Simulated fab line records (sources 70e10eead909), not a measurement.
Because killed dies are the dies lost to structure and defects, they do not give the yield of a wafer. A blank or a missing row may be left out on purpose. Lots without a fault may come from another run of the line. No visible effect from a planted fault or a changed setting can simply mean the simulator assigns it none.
One fault through the eyes of 3 desks    flow nand_harc    only its own numbers are on each desk; what lay behind them is given at the end

== FOR THE TOOL OWNER'S DESK: arfi_scanner-02 ==
The tool's own readings at NHARC_A_BLC_EXPOSE_07 (exposes mask A BLC, target cd 100 nm): means of the sampled wafers that have a number, for each lot that ran on this tool. Marked OUT: a lot whose mean sits more than 4 standard deviations from the usual mean, which makes it out of limits; the brackets give that distance.
Columns: A = exposure_dose_mJ_cm2 at NHARC_A_BLC_EXPOSE_07, usual 68.2
lot   first seen here  A
L621  day 23 06:01     67.8
L619  day 23 08:13     67.9
L629  day 25 22:25     67.9
L630  day 27 02:10     67.8
L633  day 28 00:31     71.8 (+6.9) OUT
L636  day 29 00:04     71.1 (+5.4) OUT
This desk's verdict: out of limits on L633, L636, starting with L633 at day 28 00:31 (exposure_dose_mJ_cm2 at NHARC_A_BLC_EXPOSE_07). In limits: L621, L619, L629, L630.

== THE DEFECT DESK ==
Per lot, the means of the sampled wafers with a number show what the inspections along the route counted. Marked OUT: a lot whose mean sits more than 4 standard deviations from the usual mean, which makes it out of limits; the brackets give that distance.
Columns: A = raw_defect_count at NHARC_A_CONTACT_INSPECT_23, usual 541
lot   first seen here  A
L620  day 23 03:43     869
L621  day 23 05:38     427
L619  day 23 07:58     643
L623  day 23 11:35     484
L629  day 25 22:03     343
L626  day 26 11:17     588
L630  day 27 01:55     488
L633  day 28 00:08     405
L632  day 28 11:04     468
L636  day 28 23:43     409
L642  day 31 12:15     528
L640  day 32 08:27     430
This desk's verdict: no lot among the 12 shows anything out of limits.

== METROLOGY DESK ==
What the gauges read, lot by lot, whatever tool the lot ran on: means of the sampled wafers that have a number. Marked OUT: a lot whose mean sits more than 4 standard deviations from the usual mean, which makes it out of limits; the brackets give that distance.
Columns: A = cd_nm at NHARC_A_BLC_CD_MEAS_10, usual 99.7 nm
lot   first seen here  A
L620  day 23 04:14     99.0
L621  day 23 06:09     100.2
L619  day 23 08:21     100.0
L623  day 23 12:05     99.4
L629  day 25 22:33     99.8
L626  day 26 11:47     99.9
L630  day 27 02:18     99.8
L633  day 28 00:39     102.7 (+4.6) OUT
L632  day 28 11:27     99.6
L636  day 29 00:13     102.0
L642  day 31 12:38     99.8
L640  day 32 08:58     100.4
This desk's verdict: out of limits on L633, starting with L633 at day 28 00:39 (cd_nm at NHARC_A_BLC_CD_MEAS_10). In limits: L620, L621, L619, L623, L629, L626, L630, L632, L636, L642, L640.

== PUT TOGETHER ==
On L633, L636, at day 28 00:31, an alarm was possible from the tool owner's desk.
At day 28 00:39 the metrology desk could have sounded an alarm, on L633.
No out-of-limits result turned up at the defect desk.
The defect desk has L633, L636 on record, within its limits.
The metrology desk has L636 on record, within its limits.
The lots listed all ran NHARC_A_BLC_EXPOSE_07 on arfi_scanner-02.

== WHAT HAD BEEN PUT IN BY THE SIMULATOR ==
Drift in process parameters on arfi_scanner-02 at NHARC_A_BLC_EXPOSE_07, starting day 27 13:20. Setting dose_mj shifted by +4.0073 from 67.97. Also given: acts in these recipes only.
Shown lots that were struck: L633, L636.
Fault start to first reading out of limits, in hours, per desk: tool owner, 11; metrology, 11.
